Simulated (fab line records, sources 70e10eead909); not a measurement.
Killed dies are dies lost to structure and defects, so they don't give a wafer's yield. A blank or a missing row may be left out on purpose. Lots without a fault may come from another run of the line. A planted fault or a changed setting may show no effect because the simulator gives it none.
Which tool did it? | flow nand_harc | 14 lots, 42 wafers sampled, at 4 steps of a route of 1159

WHAT THE GAUGES READ, wafer by wafer
NHARC_A_ZERO_WELL_CD_MEAS_10: target cd 2000 nm. Usual: cd_nm 2001.0 nm, standard deviation 2.2.
lot  | measured     | on        | cd_nm (nm)           | flag
L770 | day 6 15:05  | cd_sem-03 | 1996.1 1995.2 1998.1 |
L772 | day 7 04:53  | cd_sem-01 | 2002.5 1999.4 2001.1 |
L776 | day 8 01:03  | cd_sem-03 | 1997.3 1997.0 1997.9 |
L779 | day 8 16:13  | cd_sem-01 | 2004.8 2004.1 2001.8 |
L778 | day 8 17:19  | cd_sem-03 | 1999.6 2000.1 2001.2 |
L783 | day 9 18:39  | cd_sem-03 | 2003.1 2002.2 2002.6 |
L786 | day 10 18:05 | cd_sem-01 | 2000.8 2001.2 2002.5 |
L787 | day 10 18:31 | cd_sem-03 | 2004.0 2002.7 2001.4 |
L788 | day 10 23:25 | cd_sem-03 | 2002.9 2002.2 2002.2 |
L789 | day 10 23:36 | cd_sem-02 | 1998.1 2000.8 1997.6 |
L790 | day 11 22:28 | cd_sem-03 | 1998.7 1997.7 1996.4 |
L791 | day 11 22:34 | cd_sem-02 | 1999.4 1998.6 2000.2 |
L792 | day 12 00:44 | cd_sem-02 | 2000.0 2000.8 2001.8 |
L793 | day 12 01:20 | cd_sem-02 | 2002.3 2001.8 2000.4 |

NHARC_A_ONON_D1_THK_MEAS_05: measures by ellipsometry. Usual: thk_nm 998 nm, standard deviation 12.
lot  | measured     | on            | thk_nm (nm)    | flag
L770 | day 7 13:35  | film_metro-02 | 1006 1007 1006 |
L772 | day 8 05:16  | film_metro-02 | 975 978 976    |
L776 | day 9 00:26  | film_metro-02 | 1099 1096 1098 | OFF
L779 | day 9 16:43  | film_metro-01 | 1104 1105 1105 | OFF
L778 | day 9 16:30  | film_metro-02 | 977 977 976    |
L783 | day 10 19:13 | film_metro-02 | 995 992 995    |
L786 | day 11 16:08 | film_metro-02 | 1001 1002 1002 |
L787 | day 11 16:11 | film_metro-02 | 986 987 987    |
L788 | day 11 22:44 | film_metro-02 | 996 994 996    |
L789 | day 11 22:44 | film_metro-01 | 986 986 985    |
L790 | day 12 22:11 | film_metro-02 | 997 998 995    |
L791 | day 12 22:17 | film_metro-01 | 1018 1018 1016 |
L792 | day 12 22:11 | film_metro-01 | 1014 1012 1011 |
L793 | day 12 22:30 | film_metro-02 | 989 990 991    |

NHARC_END_SORT_01. Usual: killed_at_array 25, standard deviation 10; killed_at_other 0.6, standard deviation 0.91; killed_at_periphery 3.6, standard deviation 2.9; killed_dies 29, standard deviation 10; killed_open 3.3, standard deviation 2; killed_short 1.9, standard deviation 1.5.
lot  | measured     | on        | killed_at_array | killed_at_other | killed_at_periphery | killed_dies | killed_open | killed_short | flag
L776 | day 21 12:27 | prober-01 | 673 675 675     | 0 0 0           | 4 2 2               | 677 677 677 | 6 5 6       | 4 1 0        | OFF
L779 | day 21 19:27 | prober-02 | 665 672 669     | 0 0 0           | 12 5 8              | 677 677 677 | 4 2 3       | 2 1 1        | OFF
L786 | day 23 04:22 | prober-01 | 13 13 15        | 0 0 0           | 10 10 11            | 23 23 26    | 1 1 2       | 0 2 3        |

WHICH TOOL RAN EACH LOT (tool, then ch and the chambers of the sampled wafers, then the start)
lot  | NHARC_A_ONON_D1_DEP_03
L770 | pecvd_onon-04 ch 0, day 7 13:05
L772 | pecvd_onon-01 ch 0, day 8 04:49
L776 | pecvd_onon-01 ch 0, day 8 23:59
L779 | pecvd_onon-01 ch 0, day 9 16:13
L778 | pecvd_onon-03 ch 0, day 9 15:59
L783 | pecvd_onon-04 ch 0, day 10 18:45
L786 | pecvd_onon-03 ch 0, day 11 15:38
L787 | pecvd_onon-04 ch 0, day 11 15:41
L788 | pecvd_onon-03 ch 0, day 11 22:14
L789 | pecvd_onon-01 ch 0, day 11 22:13
L790 | pecvd_onon-04 ch 0, day 12 21:40
L791 | pecvd_onon-03 ch 0, day 12 21:46
L792 | pecvd_onon-01 ch 0, day 12 21:42
L793 | pecvd_onon-01 ch 0, day 12 22:03
- NHARC_A_ONON_D1_DEP_03: target thk 1000 nm.

WHAT THE TOOLS THEMSELVES READ (means of the sampled wafers that have a number; where no wafer has one, the mark that the record gives instead)
NHARC_A_ONON_D1_DEP_03. Usual: n2o_flow_sccm 2002 sccm, standard deviation 6.2.
lot  | tool          | n2o_flow_sccm (sccm) | flag
L770 | pecvd_onon-04 | 2003                 |
L772 | pecvd_onon-01 | 1996                 |
L776 | pecvd_onon-01 | 2002                 |
L779 | pecvd_onon-01 | 2012                 |
L778 | pecvd_onon-03 | 1997                 |
L783 | pecvd_onon-04 | 2010                 |
L786 | pecvd_onon-03 | 2003                 |
L787 | pecvd_onon-04 | 1998                 |
L788 | pecvd_onon-03 | 2005                 |
L789 | pecvd_onon-01 | 2002                 |
L790 | pecvd_onon-04 | 2006                 |
L791 | pecvd_onon-03 | 1999                 |
L792 | pecvd_onon-01 | 1991                 |
L793 | pecvd_onon-01 | 2001                 |

THE ANSWER, worked out from the rows above alone
Rule: a lot is off if the mean of its wafers that have a number lies more than 3 standard deviations from the usual mean. A lot without any number at a reading at which 4 lots or more have one is off too. The other lots that the step has rows for count as sound. The gauges are gone through in route order, then the tools' own readings, and for those a lot's mean is taken as printed above. The first step at which some lot is off is used, and at that step the reading that is off furthest; a lot without a number counts as furthest.
Off: L776, L779, at NHARC_A_ONON_D1_THK_MEAS_05 (thk_nm).
A tool fits if, at a process step before that reading, it ran every lot that is off, and no sound lot after the first of them. The gauges at NHARC_A_ONON_D1_THK_MEAS_05 aren't tried: what is off there is off at NHARC_END_SORT_01 too, on other tools, and a gauge's error can't cause that. None of those tried fits.

WHAT THE SIMULATOR HAD PUT IN
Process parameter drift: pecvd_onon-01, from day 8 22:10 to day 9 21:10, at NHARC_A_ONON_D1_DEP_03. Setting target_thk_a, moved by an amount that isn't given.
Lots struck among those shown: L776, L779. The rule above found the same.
